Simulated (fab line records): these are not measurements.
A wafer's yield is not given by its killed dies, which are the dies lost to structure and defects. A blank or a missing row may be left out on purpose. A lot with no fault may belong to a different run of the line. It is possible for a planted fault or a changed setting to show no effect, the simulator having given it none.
Split-lot trial | flow n5 finfet | 7 lots, 21 wafers read, on a route of 1938 steps

## ABOUT THE SPLIT
At N5_GATE_CUT_ETCH_58 (etches SiNx in CH3F/O2, target depth 17 nm, time 128.6 s), the setting time s was moved away from the recipe's 128.6 s on 6 of the 21 wafers read, by -16.4% to +7.7%. For the rest of the wafers, this setting stayed at what the recipe calls for.

Reading taken at the split's own step.

## THE READING
etch.depth nm (the simulator's own value, which no gauge read), in nm, at N5_GATE_CUT_ETCH_58 (etches SiNx in CH3F/O2, target depth 17 nm, time 128.6 s). There is no usual value for it anywhere in the file. Average 16.95 nm, standard deviation 0.48 nm, over the 15 wafers here run with the recipe.

wafer  | tool, chamber at the split | time s as run, s | against the recipe | etch.depth nm, nm | against lot-mates on the recipe
L075.1 | rie diel-06, 2             | 128.6            | recipe             | 16.11             | -
L075.3 | rie diel-06, 1             | 128.6            | recipe             | 17.37             | -
L075.6 | rie diel-06, 1             | 128.6            | recipe             | 17.31             | -
L077.3 | rie diel-02, 1             | 113.3            | -11.9%             | 14.51             | -2.04
L077.4 | rie diel-02, 0             | 113.3            | -11.9%             | 14.76             | -1.79
L077.6 | rie diel-02, 1             | 128.6            | recipe             | 16.55             | -
L082.4 | rie diel-02, 0             | 128.6            | recipe             | 16.75             | -
L082.5 | rie diel-02, 1             | 128.6            | recipe             | 16.58             | -
L082.6 | rie diel-02, 0             | 138.5            | +7.7%              | 18.07             | +1.41
L089.2 | rie diel-06, 2             | 128.6            | recipe             | 16.21             | -
L089.4 | rie diel-06, 1             | 128.6            | recipe             | 17.44             | -
L089.6 | rie diel-06, 3             | 128.6            | recipe             | 17.63             | -
L092.2 | rie diel-06, 2             | 128.6            | recipe             | 16.36             | -
L092.3 | rie diel-06, 3             | 128.6            | recipe             | 17.33             | -
L092.4 | rie diel-06, 1             | 128.6            | recipe             | 17.35             | -
L096.2 | rie diel-06, 3             | 128.6            | recipe             | 17.17             | -
L096.5 | rie diel-06, 2             | 107.5            | -16.4%             | 13.7              | -3.47
L096.6 | rie diel-06, 1             | 107.5            | -16.4%             | 14.56             | -2.61
L097.2 | rie diel-06, 0             | 128.6            | recipe             | 16.74             | -
L097.3 | rie diel-06, 3             | 108.1            | -15.9%             | 14.32             | -2.70
L097.6 | rie diel-06, 1             | 128.6            | recipe             | 17.29             | -

FIT RESULTS
A straight line over all 21 wafers: etch.depth nm changes by +0.173 nm for each +1% of time s; r = +0.93; the points scatter about the line by 0.46 nm.
The same after taking each lot's own level away (the mean of its wafers on the recipe; 21 wafers): +0.176 nm for each +1%; r = +0.94; scatter 0.43 nm.
Per that fit: largest time s move, reading shift of 2.9 nm.
From 16.550 to 17.170 nm: that is the span of the lots' own levels, equal to 1.3 times the standard deviation above.
So the lot-to-lot level changes the slope little: the two slopes agree.
Check: for one of the wafers moved furthest among these (-16.4%), held out of the fit, the line's prediction against its lot-mates is -2.69 nm. It came out at -3.47 nm against them.

## THE OTHER SPLITS THESE WAFERS WENT THROUGH
These wafers also went through other splits before the reading. Each is held against what the fit with the lots' levels taken away leaves over:
other split on the same wafers | wafers away from the commonest value | r with etch.depth nm (lot level and that fit taken away)
N5_SDB_CUT_ETCH_26 icp w       | 7                                    | -0.17
N5_GATE_CUT_ETCH_56 icp w      | 6                                    | -0.40

## FILE'S OWN FIT
etch.depth nm changes by +0.175 nm for each +1% of time s, r = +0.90.
